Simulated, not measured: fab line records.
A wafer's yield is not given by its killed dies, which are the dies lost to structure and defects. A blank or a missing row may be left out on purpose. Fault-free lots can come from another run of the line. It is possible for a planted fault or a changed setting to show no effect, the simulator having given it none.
Chamber matching / flow nand_harc / NHARC_A_SGD_CUT_CMP_21 on cmp-02 has 4 sister chambers
The step polishes, target thk 148.19 nm. 4 wafers are shown with their chamber, then 9 later ones without.

== WAFERS PAIRED WITH THEIR CHAMBERS ==
wafer=L083.5; chamber=1; motor_current_A (A)=13.2
wafer=L083.6; chamber=0; motor_current_A (A)=11.3
wafer=L089.2; chamber=3; motor_current_A (A)=12.3
wafer=L089.6; chamber=2; motor_current_A (A)=11.7

== WAFERS MISSING THEIR CHAMBER ==
wafer=L090.3; motor_current_A (A)=12.0
wafer=L090.5; motor_current_A (A)=13.3
wafer=L090.6; motor_current_A (A)=11.9
wafer=L093.1; motor_current_A (A)=12.7
wafer=L093.4; motor_current_A (A)=12.9
wafer=L093.5; motor_current_A (A)=13.1
wafer=L096.1; motor_current_A (A)=13.4
wafer=L096.4; motor_current_A (A)=12.0
wafer=L096.5; motor_current_A (A)=14.1

== CHAMBER TAKEN BY EACH ==
wafer=L090.3; from the rows above=can't be placed: 2 or 3 or 0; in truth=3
wafer=L090.5; from the rows above=1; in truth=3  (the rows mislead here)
wafer=L090.6; from the rows above=can't be placed: 2 or 3 or 0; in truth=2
wafer=L093.1; from the rows above=can't be placed: 3 or 1 or 2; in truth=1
wafer=L093.4; from the rows above=can't be placed: 1 or 3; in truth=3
wafer=L093.5; from the rows above=can't be placed: 1 or 3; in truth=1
wafer=L096.1; from the rows above=1; in truth=1
wafer=L096.4; from the rows above=can't be placed: 2 or 3 or 0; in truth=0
wafer=L096.5; from the rows above=1; in truth=1
Placed correctly: 2 of 9. Cannot be placed on the basis of these rows: 6; the candidates contain the true chamber in 6. Number placed wrongly: 1.
How it was worked out, from the rows above alone: a wafer's distance from a chamber is the root of the sum, over the readings, of the square of ((its reading less the chamber's mean) divided by the reading's scatter). The wafer belongs to the nearest chamber; if the next one is less than 2 further off, it can't be placed. A chamber's mean is the mean of its shown wafers. The scatter (one wafer shown for each chamber): square how far every hidden wafer sits from the nearest shown wafer, average those squares and take the square root.
